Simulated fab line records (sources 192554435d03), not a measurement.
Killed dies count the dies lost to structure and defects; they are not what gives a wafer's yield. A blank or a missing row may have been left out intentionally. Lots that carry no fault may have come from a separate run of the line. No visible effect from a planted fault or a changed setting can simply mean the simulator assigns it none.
fab line records ; flow n5-finfet
record lots=5; wafers=12; last-day=16
route steps=1938 shown DUMMY_GATE@246 SPACER0@258 SD_EPI_N@262 BEOL_M4@1111
lots untouched by any fault: they come from a run of this same line in which no faults occurred
start-h: start of the lot's first displayed wafer, in hours after the record's first day ; wait-h: time in hours since the lot's previous step ; " the same as in the row above ; L1.1+2: a single row standing in for several wafers ; - either no value or no given start ; * or withheld: withheld ; < > ~ a bound
route shown NAME@n: NAME is a module with steps in the file, n the number in the route of the first one ; usual: mean/standard deviation taken from wafers without a fault ; same: alike in all rows ; chamber/n: place in a boat ; sites: the reading at each site ; _std_site: how widely they spread, as a standard deviation ; _edge_site: mean of outer sites minus mean of inner sites ; radius-mm: how far each site lies from the wafer's centre ; mask NAME#n: copy n ; behind: the last tool/chamber to shape the wafer ; hold: what put the lot on hold/how long, in hours/how the hold closed ; device: the transistor (n, p or np) that didn't switch ; end of line: tests run on the same wafers once the route is complete ; a step given without rows: its recipe and nothing more ; killed: dies lost to structure and defects at the first sort, not the wafer's yield ; map: shows each die of a wafer: x if killed, . if not, _ if none is there
set.NAME: setting as actually run; set.NAME@STEP: the setting as run at that earlier step ; model.NAME: the simulator's own value behind a step, which no gauge read
lots at selected steps of the route; one table per step, one row per wafer
services: from which hour (start-h, from the record's first day; less than 0 if before it) a tool's chamber was out of use, for how many hours, and why
## steps
# step N5_DUMMY_GATE_ETCH_32
# recipe chemistry=CF4; target=SiO2; target-depth-a=35; time-s=3.9; ion-energy-ev=350; pressure-mtorr=10; icp-w=800; bias-w=400; cf4-flow-sccm=80
# step N5_DUMMY_GATE_ETCH_23
# recipe chemistry=HBr/Cl2/O2; HBr_flow_sccm=150; Cl2_flow_sccm=80; O2_flow_sccm=12; bias-w=102; target-depth-a=410; time-s=22.3; target=poly-Si; mask-material=SiO2; pressure-mtorr=10; icp-w=800
# step N5_DUMMY_GATE_ETCH_44
# recipe chemistry=HBr/O2; over-etch-frac=0.7; target-depth-a=1275; stop-on=SiO2; ion-energy-ev=60; bias-w=20; target=poly-Si; mask-material=SiO2; pressure-mtorr=20; icp-w=400; HBr_flow_sccm=120; O2_flow_sccm=10
# step N5_DUMMY_GATE_ETCH_42
# recipe chemistry=CHF3/O2; target=SiO2; target-depth-a=35; time-s=31; ion-energy-ev=30; bias-w=12; pressure-mtorr=30; source-w=600; Ar_flow_sccm=200; CHF3_flow_sccm=50; O2_flow_sccm=5
# step N5_DUMMY_GATE_STRIP_48
# recipe chemistry=N2/H2; time-s=20; power-w=100; temp-c=40; pressure-mtorr=100; rf-frequency-hz=6e+07; bias-power-w=3; n2-flow-sccm=300; h2-flow-sccm=300
# step N5_DUMMY_GATE_PRECLEAN_33
# recipe chemistry=dHF; time-s=10; dilution=750:1; temp-c=25
# step N5_DUMMY_GATE_PRECLEAN_25
# recipe chemistry=O3/DIW; time-s=45; temp-c=22; o3-ppm=10
# step N5_DUMMY_GATE_PRECLEAN_51
# recipe chemistry=SC2; time-s=45; temp-c=35; mix=1:1:50
# step N5_DUMMY_GATE_SRD_26
# recipe dry=ipa-marangoni; time-s=30; temp-c=23; rinse-liquid=diw
# step N5_DUMMY_GATE_UV_OZONE_45
# recipe time-s=120; pressure-torr=760; temp-c=25
# step N5_SPACER0_ALD_07
# recipe material=SiNx; target-thk-a=20; temp-c=400; ald-precursor-family=SiH2I2; ald-co-reactant=N2/H2-plasma; pressure-torr=2
# usual heater-power-w=835/67
lot.wafer;tool;chamber;start-h;wait-h;heater-power-w;model.SiNx_of_SPACER0_ALD_07.thk-nm
L200.1;ald-sin-04;2;47.55;0.0;728;2
L200.4;ald-sin-04;0;47.55;0.0;869;2
L200.5;ald-sin-04;3;47.55;0.0;930;2
L202.1;ald-sin-01;3;60.11;0.0;866;2
L202.4;ald-sin-01;0;60.11;0.0;819;2
L202.6;ald-sin-01;0;60.11;0.0;828;2
L213.3;ald-sin-04;0;130.09;0.1;856;1.4
L213.6;ald-sin-04;2;130.09;0.1;757;2
L214.3;ald-sin-04;2;134.29;0.0;739;1.4
L214.4;ald-sin-04;3;134.29;0.0;905;2
L216.3;ald-sin-04;2;145.18;0.1;736;1.4
L216.4;ald-sin-04;0;145.18;0.1;879;2
# step N5_SPACER0_ALD_00
# recipe material=SiOCN; target-thk-a=35; temp-c=400; ald-precursor-family=alkyl-aminosilane; ald-co-reactant=O2/N2-plasma; pulse-time-s=3; purge-time-s=2; co-reactant-purge-time-s=2; ald-cycles=58; pressure-torr=2
# step N5_SPACER0_ALD_08
# recipe material=SiNx; target-thk-a=20; temp-c=400; ald-precursor-family=SiH2I2; ald-co-reactant=N2/H2-plasma; pressure-torr=2
# step N5_SD_EPI_N_COAT_32
# recipe resist=SOC; temp-c=250; time-s=60; spin-rpm=1500; resist-thk-nm=350
# step N5_SD_EPI_N_COAT_33
# recipe resist=SiARC; temp-c=220; time-s=60; spin-rpm=1500; resist-thk-nm=35
# step N5_SD_EPI_N_COAT_03
# recipe resist=CAR-ArF-block; spin-rpm=1500; resist-thk-nm=150
# step N5_SD_EPI_N_EBR_05
# recipe solvent=PGMEA; ebr-width-mm=1.5
# step N5_SD_EPI_N_SOFTBAKE_04
# recipe temp-c=110; time-s=60; resist=CAR-ArF-block
# step N5_SD_EPI_N_EXPOSE_06
# recipe mask-id=SD_N_BLK; na=1.35; source-shape=conventional; sigma-outer=0.8; polarization=unpolarized; target-cd-nm=120; dose-mj=39.75
# step N5_SD_EPI_N_PEB_07
# recipe peb-temp-c=110; peb-time-s=60; resist=CAR-ArF-block
# step N5_SD_EPI_N_DEVELOP_08
# recipe develop-time-s=30; developer=TMAH; resist=CAR-ArF-block; dev-temp-c=23; rinse-liquid=diw; dry=air-spin
# step N5_SD_EPI_N_DESCUM_14
# recipe chemistry=O2; time-s=7.9; source-power-w=50; bias-power-w=20; pressure-mtorr=20; rf-frequency-hz=2.712e+07; temp-c=40; resist=CAR-ArF-block; o2-flow-sccm=225
# step N5_SD_EPI_N_ETCH_34
# recipe chemistry=CF4; target=SiARC; target-depth-a=455; mask-material=CAR-ArF-block; time-s=75.8; ion-energy-ev=80; pressure-mtorr=40; source-w=545; bias-w=36; Ar_flow_sccm=100; cf4-flow-sccm=100; ends=cleared
# step N5_SD_EPI_N_ETCH_35
# recipe chemistry=N2/H2; target=SOC; overetch-a=1080; mask-material=SiARC; temp-c=40; ion-energy-ev=100; source-w=3000; bias-w=133; pressure-mtorr=20; time-s=486; n2-flow-sccm=200; h2-flow-sccm=200
# step N5_SD_EPI_N_STRIP_36
# recipe chemistry=N2/H2; temp-c=40; n2-flow-sccm=200; h2-flow-sccm=200; rf-frequency-hz=6e+07
# step N5_SD_EPI_N_ETCHBACK_44
# recipe chemistry=CH3F/O2; mode=anisotropic-etchback; target=SiNx; target-depth-a=145; stop-on=SiO2; over-etch-frac=0.3; ion-energy-ev=120; pressure-mtorr=30; source-w=395; bias-w=73; Ar_flow_sccm=150; CH3F_flow_sccm=30; O2_flow_sccm=20
# step N5_SD_EPI_N_ETCH_45
# recipe chemistry=CH3F/O2; target=SiOCN; target-depth-a=60; mask-material=SOC; ion-energy-ev=60; bias-w=29; pressure-mtorr=15; source-w=410; Ar_flow_sccm=150; CH3F_flow_sccm=30; O2_flow_sccm=20
# step N5_SD_EPI_N_ETCH_16
# recipe chemistry=CHF3/O2; target=SiO2; target-depth-a=50; mask-material=SOC; pressure-mtorr=30; source-w=650; bias-w=170; Ar_flow_sccm=200; CHF3_flow_sccm=50; O2_flow_sccm=5; ion-energy-ev=200
# step N5_SD_EPI_N_STRIP_47
# recipe chemistry=CHF3/O2; resist=SiARC; rf-frequency-hz=6e+07
# step N5_SD_EPI_N_SD_RECESS_17
# recipe chemistry=HBr/Cl2/O2; target-depth-a=410; mask-material=SOC; time-s=23.7; bt-time-s=3; pressure-mtorr=10; icp-w=800; bias-w=112; HBr_flow_sccm=150; Cl2_flow_sccm=80; O2_flow_sccm=12
# step N5_SD_EPI_N_STRIP_38
# recipe chemistry=N2/H2; power-w=1000; temp-c=250; h2-frac=0.65; overash-fraction=0.3; pressure-mtorr=withheld; n2-flow-sccm=1750; h2-flow-sccm=3250
# step N5_SD_EPI_N_WET_ETCH_43
# recipe chemistry=dHF; dilution=withheld; time-s=14; target=SiO2; target-depth-a=15; temp-c=25
# step N5_SD_EPI_N_STRIP_18
# recipe chemistry=SPM; time-s=750; temp-c=130; h2so4-h2o2-vol-ratio=4
# step N5_SD_EPI_N_SRD_20
# recipe dry=ipa-marangoni; do-ppb=5; time-s=30; temp-c=23; rinse-liquid=diw
# step N5_SD_EPI_N_PRECLEAN_48
# recipe chemistry=NF3:NH3; afs-cycles=2; temp-c=30; time-s=20; sublimation-temp-c=180; sublimation-time-s=60; pressure-torr=3; rf-power-w=30
# step N5_SD_EPI_N_VAPOR_ETCH_50
# recipe chemistry=HCl; target=Si; temp-c=775; time-s=54; pressure-torr=20; mode=isotropic
# step N5_BEOL_M4_RC_MEAS_101
# usual DIBL_N=35.9/1.8; DIBL_P=36.2/2; IOFF_N=0.16/0.031; IOFF_P=0.22/0.041; ION_N=676/11; ION_P=465/8.5; REXT_N=75.2/1.8; REXT_P=100.7/1.8; SS_N=71.4/0.64; SS_P=73.2/0.7; VT_N=250/3.5; VT_P=-250/3.9
lot.wafer;tool;chamber;start-h;wait-h;DIBL_N[mV/V];DIBL_P[mV/V];IOFF_N[nA/um];IOFF_P[nA/um];ION_N[uA/um];ION_P[uA/um];REXT_N[ohm.um];REXT_P[ohm.um];SS_N[mV/dec];SS_P[mV/dec];VT_N[mV];VT_P[mV]
L200.1;prober-01;0;172.22;0.0;35.4;35.9;0.14;0.25;669;477;76.4;100.5;70.5;73.0;251;-246
L200.4;prober-01;0;172.22;0.0;36.6;36.7;0.15;0.26;669;465;75.5;99.8;71.9;73.6;253;-244
L200.5;prober-01;0;172.22;0.0;35.0;35.0;0.14;0.22;675;472;75.2;100.9;71.6;72.5;253;-243
L202.1;prober-02;0;182.20;0.0;35.6;36.2;0.16;0.19;670;462;77.4;102.2;71.8;72.7;249;-255
L202.4;prober-02;0;182.20;0.0;33.7;33.2;0.12;0.16;659;452;77.1;101.6;70.6;72.3;253;-252
L202.6;prober-02;0;182.20;0.0;35.3;34.7;0.15;0.18;677;459;76.8;102.4;71.3;72.7;248;-253
L213.3;prober-01;0;252.34;0.3;36.5;38.3;0.18;0.26;694;479;68.2;95.8;71.4;73.8;247;-247
L213.6;prober-01;0;252.34;0.3;33.6;35.4;0.13;0.20;667;455;73.4;102.0;70.7;72.6;254;-254
L214.3;prober-01;0;257.52;0.3;37.4;36.2;0.20;0.27;700;485;71.4;92.2;71.7;72.6;246;-244
L214.4;prober-01;0;257.52;0.3;34.7;35.0;0.16;0.23;666;464;78.1;100.4;70.6;72.8;248;-248
L216.3;prober-01;0;266.87;0.3;38.2;36.5;0.18;0.25;696;478;71.3;93.8;71.4;73.6;244;-247
L216.4;prober-01;0;266.87;0.3;39.2;38.3;0.22;0.27;686;463;76.6;100.8;72.9;74.2;245;-247
## services
tool;chamber;start-h;hours;kind
ald-sin-04;-;53.48;0.7;repair
ald-sin-04;1;66.51;9.2;repair
ald-sin-01;-;85.25;14.0;pm
ald-sin-01;0;85.25;14.0;vent-cycle
ald-sin-01;1;85.25;14.0;vent-cycle
ald-sin-01;2;85.25;14.0;vent-cycle
ald-sin-01;3;85.25;14.0;vent-cycle
ald-sin-01;0;99.25;-;clean
ald-sin-01;1;99.25;-;clean
ald-sin-01;2;99.25;-;clean
ald-sin-01;3;99.25;-;clean
ald-sin-01;0;103.30;121.1;repair
## key
first-sign step=N5_BEOL_M4_RC_MEAS_101; reading=REXT_P; direction=down; sigmas=3.8; usual=100.7; struck=93.9
effect step=N5_BEOL_M4_RC_MEAS_101; reading=REXT_N; direction=down; sigmas=2.7; usual=75.2; struck=70.3
model-effect step=N5_SPACER0_ALD_07; value=SiNx_of_SPACER0_ALD_07.thk-nm; without=2; struck=1.4
met-at N5_SPACER0_ALD_07
struck-wafers L213.3,L214.3,L216.3
onset-between 47.55 130.09
fault kind=process-parameter-drift; tool=ald-sin-04; chamber=-; onset-h=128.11; steps=N5_SPACER0_ALD_07; channel=target-thk-a; offset=*; shape=step; end-h=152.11; scope=struck-wafers-only; acts-in=*; stated=*
